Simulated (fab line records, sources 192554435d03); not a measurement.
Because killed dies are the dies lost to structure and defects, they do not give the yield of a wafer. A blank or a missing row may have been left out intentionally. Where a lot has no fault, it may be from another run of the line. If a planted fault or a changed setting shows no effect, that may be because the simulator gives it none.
Matching of chambers ; flow n5_finfet ; N5_SPACER0_ALD_07 on ald_sin-01 has 4 sister chambers
The step deposits SiNx, target thk 2 nm. 4 wafers are shown with their chamber, then 12 later ones without.

WAFERS PAIRED WITH THEIR CHAMBERS
wafer;chamber;heater_power_w (W)
L091.4;0;909
L093.1;2;841
L094.1;3;790
L094.5;1;838

WAFERS WHOSE CHAMBER IS MISSING
wafer;heater_power_w (W)
L095.2;880
L095.3;852
L095.6;908
L096.1;907
L096.2;857
L096.3;840
L096.4;789
L096.5;776
L096.6;906
L097.3;794
L097.5;835
L097.6;872

CHAMBER TAKEN BY EACH
wafer;from the rows above;in truth
L095.2;can't be placed: 0 or 2 or 1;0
L095.3;can't be placed: 2 or 1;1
L095.6;0;0
L096.1;0;0
L096.2;can't be placed: 2 or 1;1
L096.3;can't be placed: 2 or 1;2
L096.4;3;3
L096.5;3;3
L096.6;0;0
L097.3;3;3
L097.5;can't be placed: 1 or 2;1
L097.6;can't be placed: 2 or 1 or 0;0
Correctly placed: 6 of 12. Unplaceable from these rows: 6, with the true chamber sitting among the candidates in 6. Number placed wrongly: 0.
How it was worked out, from the rows above alone: a wafer's distance from a chamber is the root of the sum, over the readings, of the square of ((its reading less the chamber's mean) divided by the reading's scatter). If the next closest chamber is less than 2 further off than the closest, the wafer can't be placed; otherwise it belongs to the closest. The mean given for a chamber averages the wafers shown for that chamber. The scatter: root of mean squared gap, hidden wafer to nearest shown wafer, with one shown wafer a chamber.
